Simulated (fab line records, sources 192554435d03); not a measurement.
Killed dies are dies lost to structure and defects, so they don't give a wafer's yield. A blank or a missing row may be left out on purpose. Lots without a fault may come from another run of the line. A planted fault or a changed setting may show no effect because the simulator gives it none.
One fault seen from 2 desks | flow n5_finfet | each desk has only its own numbers; what lay behind them comes last

THE TOOL OWNER'S DESK: lpcvd-01
The tool's own readings at N5_DUMMY_GATE_CVD_03 (deposits a-Si from SiH4, target thk 150 nm, time 8042 s): means of the sampled wafers that have a number, for each lot that ran on this tool. A lot is out of limits, marked OUT, if its mean lies more than 4 standard deviations from the usual mean; the brackets give that distance.
Columns: A = spike_tc_bottom_C at N5_DUMMY_GATE_CVD_03, usual 552.7 C; B = spike_tc_centre_C at N5_DUMMY_GATE_CVD_03, usual 530.6 C; C = spike_tc_lower_C at N5_DUMMY_GATE_CVD_03, usual 529.5 C; D = spike_tc_top_C at N5_DUMMY_GATE_CVD_03, usual 553 C; E = spike_tc_upper_C at N5_DUMMY_GATE_CVD_03, usual 529.7 C; F = susceptor_temp_C at N5_DUMMY_GATE_CVD_03, usual 529.98 C
lot  | first seen here | A                | B               | C               | D   | E               | F
L825 | day 2 20:34     | 555.5            | 530.0           | 529.4           | 556 | 529.2           | 529.92
L826 | day 3 00:59     | 549.9            | 531.1           | 529.3           | 556 | 528.5           | 530.02
L827 | day 3 09:53     | 554.4            | 529.9           | 528.2           | 556 | 529.1           | 530.19
L829 | day 3 21:17     | 550.0            | 530.8           | 529.9           | 555 | 528.7           | 529.93
L830 | day 4 03:02     | 555.5            | 529.7           | 528.8           | 556 | 528.9           | 529.70
L831 | day 4 09:41     | 540.8 (-4.6) OUT | 515.2 (-25) OUT | 513.1 (-22) OUT | 541 | 514.2 (-13) OUT | 515.36 (-97) OUT
L832 | day 4 14:58     | 541.3 (-4.4) OUT | 515.3 (-25) OUT | 514.5 (-21) OUT | 541 | 514.5 (-13) OUT | 515.63 (-96) OUT
L833 | day 4 23:12     | 535.3 (-6.7) OUT | 515.6 (-25) OUT | 515.8 (-19) OUT | 542 | 513.9 (-13) OUT | 515.25 (-98) OUT
L845 | day 7 20:01     | 550.2            | 531.5           | 530.3           | 555 | 529.1           | 529.84
This desk's finding: out of limits on L831, L832, L833; first on L831, day 4 09:41 (spike_tc_bottom_C at N5_DUMMY_GATE_CVD_03). In limits: L825, L826, L827, L829, L830, L845.

THE METROLOGY DESK
What the gauges read, lot by lot, whatever tool the lot ran on: means of the sampled wafers that have a number. A lot is out of limits, marked OUT, if its mean lies more than 4 standard deviations from the usual mean; the brackets give that distance. Of its 10 readings 7 are shown: those that lie furthest out on some lot.
Columns: A = DIBL_N at N5_BEOL_M4_RC_MEAS_101, usual 36.5 mV/V; B = DIBL_P at N5_BEOL_M4_RC_MEAS_101, usual 36.5 mV/V; C = IOFF_P at N5_BEOL_M4_RC_MEAS_101, usual 0.219 nA/um; D = ION_N at N5_BEOL_M4_RC_MEAS_101, usual 675 uA/um; E = SS_P at N5_BEOL_M4_RC_MEAS_101, usual 73.4 mV/dec; F = VT_N at N5_BEOL_M4_RC_MEAS_101, usual 249.7 mV; G = VT_P at N5_BEOL_M4_RC_MEAS_101, usual -250 mV
lot  | first seen here | A    | B    | C     | D   | E    | F     | G
L824 | day 7 20:59     | 36.9 | 36.6 | 0.203 | 667 | 72.8 | 249.5 | -249
L825 | day 8 03:10     | 37.3 | 35.5 | 0.222 | 668 | 73.5 | 253.4 | -249
L826 | day 8 15:29     | 36.0 | 37.0 | 0.201 | 672 | 73.5 | 249.9 | -252
L827 | day 9 04:06     | 35.4 | 36.9 | 0.200 | 668 | 73.2 | 252.1 | -253
L829 | day 9 09:45     | 36.4 | 35.3 | 0.195 | 676 | 73.4 | 251.1 | -254
L830 | day 9 16:14     | 34.3 | 34.3 | 0.179 | 676 | 72.8 | 250.5 | -251
L842 | day 12 19:00    | 38.5 | 39.4 | 0.239 | 684 | 74.1 | 247.5 | -248
L843 | day 12 21:46    | 37.7 | 37.8 | 0.232 | 686 | 73.5 | 247.6 | -250
L844 | day 13 02:41    | 38.4 | 37.8 | 0.244 | 677 | 74.2 | 248.9 | -247
L845 | day 13 10:22    | 35.5 | 36.7 | 0.191 | 675 | 73.3 | 251.1 | -254
L846 | day 13 22:22    | 34.7 | 36.4 | 0.210 | 677 | 73.1 | 250.7 | -249
L847 | day 14 04:43    | 36.2 | 35.4 | 0.219 | 664 | 73.3 | 251.9 | -250
This desk's finding: nothing out of limits on any of the 12 lots.

PUT TOGETHER
The tool owner's desk could have raised an alarm at day 4 09:41, on L831, L832, L833.
The metrology desk saw nothing out of limits.
The metrology desk has no number on record for L831, L832, L833.
Of the lots named, all ran N5_DUMMY_GATE_CVD_03 on lpcvd-01.

WHAT THE SIMULATOR HAD PUT IN
Process parameter drift: lpcvd-01, from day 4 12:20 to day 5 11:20, at N5_DUMMY_GATE_CVD_03. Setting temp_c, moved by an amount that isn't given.
Lots struck among those shown: L831, L832, L833.
